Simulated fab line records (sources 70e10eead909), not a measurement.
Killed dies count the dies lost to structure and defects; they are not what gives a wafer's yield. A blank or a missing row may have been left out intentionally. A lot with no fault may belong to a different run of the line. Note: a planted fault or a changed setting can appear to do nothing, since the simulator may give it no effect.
Chamber matching ; flow nandHarc ; 4 sister chambers for NHARC_A_CONTACT_ETCH_92 on rieDiel-06
The step etches the open film in CH3F/O2, target depth 40 nm, time 85.7 s. 4 wafers are shown with their chamber, then 10 later ones without.

== EACH WAFER AND ITS CHAMBER ==
wafer;chamber;drypumpMotorCurrentA (A)
L808.3;0;6.4
L815.1;3;5.3
L816.2;2;6.3
L816.4;1;5.1

== WAFERS MISSING THEIR CHAMBER ==
wafer;drypumpMotorCurrentA (A)
L816.5;5.3
L818.1;6.4
L818.4;6.3
L818.5;5.1
L820.2;5.0
L820.3;5.3
L820.6;5.3
L819.1;5.0
L819.2;5.3
L819.4;6.2

== WHICH CHAMBER EACH WENT THROUGH ==
wafer;from the rows above;in truth
L816.5;3;3
L818.1;can't be placed: 0 or 2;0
L818.4;can't be placed: 2 or 0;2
L818.5;1;1
L820.2;1;1
L820.3;3;3
L820.6;3;3
L819.1;1;1
L819.2;3;3
L819.4;can't be placed: 2 or 0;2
7 of 10 placed correctly. Can't be placed from these rows: 3 (the true chamber is among the candidates in 3). Number placed wrongly: 0.
How it was worked out, from the rows above alone: a wafer's distance from a chamber is the root of the sum, over the readings, of the square of ((its reading less the chamber's mean) divided by the reading's scatter). The wafer belongs to the nearest chamber; if the next one is less than 2 further off, it can't be placed. Each chamber's mean is taken over the wafers shown for it. The scatter (one wafer shown for each chamber): square how far every hidden wafer sits from the nearest shown wafer, average those squares and take the square root.
